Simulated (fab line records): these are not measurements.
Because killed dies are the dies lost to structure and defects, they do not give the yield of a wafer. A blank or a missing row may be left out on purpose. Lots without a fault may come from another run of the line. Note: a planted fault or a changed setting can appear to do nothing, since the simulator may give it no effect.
Matching of chambers -- flow n5 finfet -- ald metal-01 running N5_HKMG_FIN_ALD_36: 4 sister chambers
The step deposits TiN, target thk 1 nm, pulse time 1 s, purge time 3 s. 8 wafers are shown with their chamber, then 9 later ones without.

== WAFERS WITH THEIR CHAMBER ==
wafer,chamber,heater power w (W),heater power outer w (W)
L078.2,3,905,511
L080.5,2,931,574
L089.4,1,794,496
L089.5,0,846,501
L089.6,3,899,502
L090.3,0,834,502
L090.5,1,788,476
L090.6,2,956,565

== WAFERS WITHOUT THEIR CHAMBER ==
wafer,heater power w (W),heater power outer w (W)
L092.1,893,510
L092.3,854,501
L092.6,836,506
L094.1,813,515
L094.2,959,574
L094.6,901,529
L095.1,864,502
L095.5,978,568
L095.6,829,494

== EACH ONE'S CHAMBER ==
wafer,from the rows above,in truth
L092.1,3,3
L092.3,0,0
L092.6,0,0
L094.1,can't be placed: 0 or 1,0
L094.2,2,2
L094.6,3,3
L095.1,can't be placed: 0 or 3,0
L095.5,2,2
L095.6,0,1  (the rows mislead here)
6 of 9 placed correctly. From these rows, 2 cannot be placed; in 2 the true chamber is one of the candidates. 1 placed wrongly.
How it was worked out, from the rows above alone: a wafer's distance from a chamber is the root of the sum, over the readings, of the square of ((its reading less the chamber's mean) divided by the reading's scatter). The wafer belongs to the nearest chamber; if the next one is less than 2 further off, it can't be placed. The mean given for a chamber averages the wafers shown for that chamber. The scatter is the square root of a quotient: the sum, over the shown wafers, of each reading's squared deviation from its chamber's mean, divided by wafers minus chambers.
